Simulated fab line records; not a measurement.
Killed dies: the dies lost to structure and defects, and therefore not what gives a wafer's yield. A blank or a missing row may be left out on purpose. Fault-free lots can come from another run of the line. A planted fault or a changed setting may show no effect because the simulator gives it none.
Which tool is to blame? ; flow n5 finfet ; Sampling: 9 lots, 27 wafers, 5 of 1938 route steps

WHAT THE GAUGES READ, wafer by wafer
N5_BEOL_M4_RC_MEAS_101.
lot;measured;on;DIBL_N (mV/V)
L444;day 11 00:16;prober-01;34.5 35.3 35.4
L446;day 11 04:52;prober-01;35.7 36.1 36.9
L452;day 13 03:49;prober-02;33.8 37.7 32.5
L454;day 13 04:33;prober-01;33.9 35.4 35.3
L455;day 13 19:41;prober-01;36.0 36.1 35.5
L458;day 14 03:45;prober-02;38.4 35.2 35.5
L459;day 14 09:38;prober-02;36.3 34.6 37.7
L460;day 14 13:03;prober-02;37.0 38.2 36.7
L461;day 15 06:53;prober-02;37.4 37.5 36.9

TOOL THAT RAN EACH LOT (tool first, then ch and the chambers of the sampled wafers, then the start)
lot;N5_BEOL_M2_ETCH_41;N5_BEOL_M2_SPUTTER_79;N5_BEOL_M2_SPUTTER_81;N5_BEOL_M2_ANNEAL_89
L444;rie diel-01 ch 0,1, day 9 11:41 or earlier;pvd sputter-02, day 9 11:41;pvd sputter-02, day 9 11:55;pvd sputter-02, day 9 12:26
L446;rie diel-05 ch 2,3, day 9 14:46 or earlier;pvd sputter-02, day 9 14:46;pvd sputter-02, day 9 14:59;pvd sputter-02, day 9 15:31
L452;rie diel-03 ch 1,2,3, day 10 21:11 or earlier;pvd sputter-03, day 10 21:11;pvd sputter-03, day 10 21:24;pvd sputter-03, day 10 21:55
L454;rie diel-05 ch 0,1, day 11 00:48 or earlier;pvd sputter-03, day 11 00:48;pvd sputter-03, day 11 01:01;pvd sputter-03, day 11 01:32
L455;rie diel-01 ch 0,1,2, day 11 15:49 or earlier;pvd sputter-01, day 11 15:49;pvd sputter-01, day 11 16:02;pvd sputter-01, day 11 16:33
L458;rie diel-03 ch 1,2,3, day 12 12:01 or earlier;pvd sputter-02, day 12 12:01;pvd sputter-02, day 12 12:16;pvd sputter-02, day 12 12:51
L459;rie diel-05 ch 1,2,3, day 13 03:46 or earlier;pvd sputter-03, day 13 03:46;pvd sputter-03, day 13 03:59;pvd sputter-03, day 13 04:30
L460;rie diel-01 ch 0,1,2, day 13 09:48 or earlier;pvd sputter-03, day 13 09:48;pvd sputter-03, day 13 10:01;pvd sputter-03, day 13 10:32
L461;rie diel-01 ch 1,3, day 13 18:14 or earlier;pvd sputter-02, day 13 18:14;pvd sputter-02, day 13 18:27;pvd sputter-02, day 13 18:58
- N5_BEOL_M2_ETCH_41: etches SiCN in CH3F/O2, target depth 29.9 nm, time 52.5 s.
- N5_BEOL_M2_SPUTTER_79: material Cu, target thk 4.5 nm, time 8.29 s.
- N5_BEOL_M2_SPUTTER_81: material Cu, target thk 4.5 nm, time 8.29 s.
- N5_BEOL_M2_ANNEAL_89: time 240 s.

THE ANSWER, worked out from the rows above alone
Rule: the lots themselves supply what counts as usual. Put in order of their means at a reading, lots are off if they are a third of the lots or fewer, leave a main group of 4 or more, and stand apart from it by a gap of 3 or more times the standard deviation of the main group's means; of several such gaps the widest counts. Not used: any main group whose means are identical at the precision the tables above print for the reading. Also off: a lot with no number at a reading for which 4 or more lots have one. Where the step has rows for the other lots, those lots are counted as sound.
Across all readings shown, no lot is off: no conclusion can be drawn from this.

WHAT THE SIMULATOR HAD PUT IN
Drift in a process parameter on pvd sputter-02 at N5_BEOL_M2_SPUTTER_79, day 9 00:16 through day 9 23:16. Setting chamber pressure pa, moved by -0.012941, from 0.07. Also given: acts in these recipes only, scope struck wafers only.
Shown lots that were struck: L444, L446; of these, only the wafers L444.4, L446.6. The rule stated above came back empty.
